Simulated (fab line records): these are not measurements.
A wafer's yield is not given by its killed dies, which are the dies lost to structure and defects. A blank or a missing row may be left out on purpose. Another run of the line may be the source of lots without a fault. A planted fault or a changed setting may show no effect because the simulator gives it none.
Chamber matching || flow n5_finfet || rie_diel-03 running N5_BEOL_M11_VIA_ETCH_34: 4 sister chambers
The step etches SiCOH lowk in C4F6/O2, target depth 184.5 nm, time 69.2 s. 8 wafers are shown with their chamber, then 7 later ones without.

== WAFERS PAIRED WITH THEIR CHAMBERS ==
{"wafer": "L074.6", "chamber": 2, "drypump_motor_current_A (A)": 6.6, "showerhead_plenum_p_Torr (Torr)": 2.94}
{"wafer": "L076.1", "chamber": 0, "drypump_motor_current_A (A)": 5.6, "showerhead_plenum_p_Torr (Torr)": 2.79}
{"wafer": "L079.2", "chamber": 2, "drypump_motor_current_A (A)": 6.6, "showerhead_plenum_p_Torr (Torr)": 2.93}
{"wafer": "L079.3", "chamber": 0, "drypump_motor_current_A (A)": 5.7, "showerhead_plenum_p_Torr (Torr)": 2.79}
{"wafer": "L082.1", "chamber": 1, "drypump_motor_current_A (A)": 4.9, "showerhead_plenum_p_Torr (Torr)": 2.97}
{"wafer": "L082.6", "chamber": 3, "drypump_motor_current_A (A)": 5.4, "showerhead_plenum_p_Torr (Torr)": 2.79}
{"wafer": "L087.3", "chamber": 3, "drypump_motor_current_A (A)": 5.5, "showerhead_plenum_p_Torr (Torr)": 2.79}
{"wafer": "L087.4", "chamber": 1, "drypump_motor_current_A (A)": 4.9, "showerhead_plenum_p_Torr (Torr)": 2.97}

== WAFERS WITHOUT THEIR CHAMBER ==
{"wafer": "L087.6", "drypump_motor_current_A (A)": 5.6, "showerhead_plenum_p_Torr (Torr)": 2.78}
{"wafer": "L089.4", "drypump_motor_current_A (A)": 5.4, "showerhead_plenum_p_Torr (Torr)": 2.79}
{"wafer": "L089.5", "drypump_motor_current_A (A)": 4.9, "showerhead_plenum_p_Torr (Torr)": 2.97}
{"wafer": "L089.6", "drypump_motor_current_A (A)": 5.7, "showerhead_plenum_p_Torr (Torr)": 2.78}
{"wafer": "L092.1", "drypump_motor_current_A (A)": 5.5, "showerhead_plenum_p_Torr (Torr)": 2.78}
{"wafer": "L092.3", "drypump_motor_current_A (A)": 6.6, "showerhead_plenum_p_Torr (Torr)": 2.92}
{"wafer": "L092.6", "drypump_motor_current_A (A)": 5.6, "showerhead_plenum_p_Torr (Torr)": 2.78}

== CHAMBER TAKEN BY EACH ==
{"wafer": "L087.6", "from the rows above": "can't be placed: 0 or 3", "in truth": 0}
{"wafer": "L089.4", "from the rows above": 3, "in truth": 3}
{"wafer": "L089.5", "from the rows above": 1, "in truth": 1}
{"wafer": "L089.6", "from the rows above": 0, "in truth": 0}
{"wafer": "L092.1", "from the rows above": "can't be placed: 3 or 0", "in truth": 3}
{"wafer": "L092.3", "from the rows above": 2, "in truth": 2}
{"wafer": "L092.6", "from the rows above": "can't be placed: 0 or 3", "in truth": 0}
4 of 7 placed correctly. Unplaceable from these rows: 3, with the true chamber sitting among the candidates in 3. Number placed wrongly: 0.
How it was worked out, from the rows above alone: a wafer's distance from a chamber is the root of the sum, over the readings, of the square of ((its reading less the chamber's mean) divided by the reading's scatter). The wafer belongs to the nearest chamber; if the next one is less than 2 further off, it can't be placed. The mean given for a chamber averages the wafers shown for that chamber. How the scatter is found: for the shown wafers, subtract from each reading the mean of its chamber, square and add these, divide the total by (wafers less chambers), then take the root.
